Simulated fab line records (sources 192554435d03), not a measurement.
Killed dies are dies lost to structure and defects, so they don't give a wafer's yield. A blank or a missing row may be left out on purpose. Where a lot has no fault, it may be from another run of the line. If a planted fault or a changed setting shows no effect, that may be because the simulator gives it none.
Comparing a struck lot with a sound one | flow n5-finfet | 19 steps out of a route of 1938
Sound: the wafers L620.3, L620.5, L620.6. Struck: wafers L609.1, L609.2, L609.6. At the end, the cause is stated.
Order at every step that has rows: each side's tool, ch and its chambers, its first start. Under that, the readings that differ: sound wafers | struck wafers | difference of the means | sigmas: that difference in standard deviations of wafers without a fault.
alike: same words and numbers on both sides, and readings whose means sit less than 2 such deviations apart. not compared: any withheld reading, any reading some wafer has no value for, any bound like >300 that may hide the same value, and any number with overlapping values for which the record gives no deviation.
The two part at a step that has a row with sigmas, a row that says differs or no value, or rows on one side only. Numbers that don't overlap but have no deviation are shown without sigmas and don't part them. A reading that every wafer of one side lacks parts them only if that side has two wafers or more.

first, 12 steps without rows for these wafers: N5_GATE_CUT_STRIP_42 (strips in O2); N5_GATE_CUT_ETCH_19 (etches SiNx in CH3F/O2, target depth 53.7 nm, time 76.7 s); N5_GATE_CUT_CUT_ETCH_53 (etches W in SF6/Cl2, target depth 79.2 nm); N5_GATE_CUT_CUT_ETCH_54 (etches TiN in Cl2/BCl3, target depth 96.7 nm); N5_GATE_CUT_CUT_ETCH_55 (etches HfO2 in BCl3, target depth 3.2 nm); N5_GATE_CUT_ETCH_47 (etches SiO2 in Cl2/BCl3, target depth 10 nm); N5_GATE_CUT_VAPOR_ETCH_48 (etches TiN in BCl3/Cl2); N5_GATE_CUT_VAPOR_ETCH_49 (etches TiAlC in BCl3/Cl2); N5_GATE_CUT_VAPOR_ETCH_51 (etches HfO2 in BCl3/Cl2); N5_GATE_CUT_STRIP_21 (strips in N2/H2, time 30 s); N5_GATE_CUT_STRIP_29 (strips in post etch residue remover, time 60 s); N5_GATE_CUT_SRD_52 (time 30 s).
N5_GATE_CUT_ALD_22: deposits SiNx, target thk 16 nm, pulse time 1 s, ald cycles 320.
  sound on ald-sin-02 ch 0,3, day 10 08:22; struck on ald-sin-02 ch 1,3, day 7 19:16
  no value came back on the struck wafers for ald-cycles, chamber-pressure-Torr (Torr), heater-power-w (W), precursor-pulse-height-rel; on the sound wafers ald-cycles reads 320 320 320
N5_GATE_CUT_CMP_23: polishes, stops on SiO2, t overpolish 23.4 s, target thk 16 nm.
  sound on cmp-01 ch 0,1, day 10 09:53; struck on cmp-01 ch 0,1,2, day 7 20:47
  reading                                      | sound           | struck            | difference | sigmas
  time-to-endpoint-s (s)                       | 20.6 18.2 18.7  | 123.5 123.8 126.4 | +105.4     | +50
  model.SiO2_of_GATE_CUT_HM_DEP_46.thk-nm (nm) | 103.6 104.6 106 | 14.8 14.8 14.8    | -89.9      |
  alike: edge-zone-pressure-frac, motor-current-A, slurry-flow-ml-min
  not compared: pad-life-wafers
N5_GATE_CUT_THK_MEAS_24:
  sound on film-metro-01, day 10 10:09; struck on film-metro-02, day 7 21:03
  reading          | sound             | struck            | difference | sigmas
  GC_FILL_THK (nm) | 219.4 220.1 221.3 | 132.2 132.0 131.1 | -88.5      | -47
then, 1 step without rows for these wafers: N5_GATE_CUT_CMP_43 (polishes SiO2).
N5_GATE_CUT_CMP_61: polishes, stops on SiNx, t overpolish 3 s.
  sound on cmp-04 ch 0,1,3, day 10 10:45; struck on cmp-03 ch 0,1,3, day 7 21:37
  reading                                      | sound | struck    | difference | sigmas
  model.SiO2_of_GATE_CUT_HM_DEP_46.thk-nm (nm) | 0 0 0 | 2.6 2.6 3 | +2.7       |
  alike: edge-zone-pressure-frac, motor-current-A, slurry-flow-ml-min
  not compared: pad-life-wafers
N5_BEOL_M4_RC_MEAS_101:
  the record has rows for the sound wafers here (prober-02 ch 0, day 14 05:02) and none for the struck ones
-- here the record skips 8 days between the struck wafers' starts before and after, leaving off in module BEOL_M4 and picking up in module PASSIVATION (first step shown: number 1936 of the route) --
N5_PASSIVATION_PROBE_49:
  rows exist in the record for the struck wafers here (prober-01, day 15 18:46), but not for the sound ones

== WHERE THEY PART ==
Earliest at N5_GATE_CUT_ALD_22; latest, in this record, at N5_PASSIVATION_PROBE_49.

WHY: the cause the simulator had injected
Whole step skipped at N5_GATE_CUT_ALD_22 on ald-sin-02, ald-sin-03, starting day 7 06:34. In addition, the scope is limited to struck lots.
